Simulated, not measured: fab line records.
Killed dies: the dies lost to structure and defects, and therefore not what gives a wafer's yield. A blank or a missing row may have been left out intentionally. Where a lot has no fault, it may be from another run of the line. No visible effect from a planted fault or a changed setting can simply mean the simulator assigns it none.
Chamber matching | flow nand harc | rie diel-01 running NHARC_A_STAIRCASE_ETCH_169: 4 sister chambers
The step etches the open film in CH3F/O2, target depth 50 nm, time 107.1 s. 4 wafers are shown with their chamber, then 8 later ones without.

## WAFERS WITH THEIR CHAMBER
wafer  | chamber | drypump motor current A (A)
L094.2 | 3       | 5.5
L094.4 | 0       | 6.6
L094.5 | 1       | 5.8
L095.3 | 2       | 5.9

## WAFERS MISSING THEIR CHAMBER
wafer  | drypump motor current A (A)
L095.4 | 6.6
L095.5 | 6.6
L096.1 | 5.7
L096.2 | 6.6
L096.6 | 5.9
L097.3 | 5.5
L097.4 | 6.5
L097.6 | 5.9

## THE CHAMBER EACH PASSED THROUGH
wafer  | from the rows above | in truth
L095.4 | 0                   | 0
L095.5 | 0                   | 0
L096.1 | 1                   | 1
L096.2 | 0                   | 0
L096.6 | 2                   | 2
L097.3 | 3                   | 3
L097.4 | 0                   | 0
L097.6 | 2                   | 2
Correctly placed: 8 of 8. From these rows, 0 cannot be placed. Wrongly placed: 0.
How it was worked out, from the rows above alone: a wafer's distance from a chamber is the root of the sum, over the readings, of the square of ((its reading less the chamber's mean) divided by the reading's scatter). The wafer belongs to the nearest chamber; if the next one is less than 2 further off, it can't be placed. For every chamber, the mean is computed from those of its wafers that are shown. The scatter (one wafer shown for each chamber): square how far every hidden wafer sits from the nearest shown wafer, average those squares and take the square root.
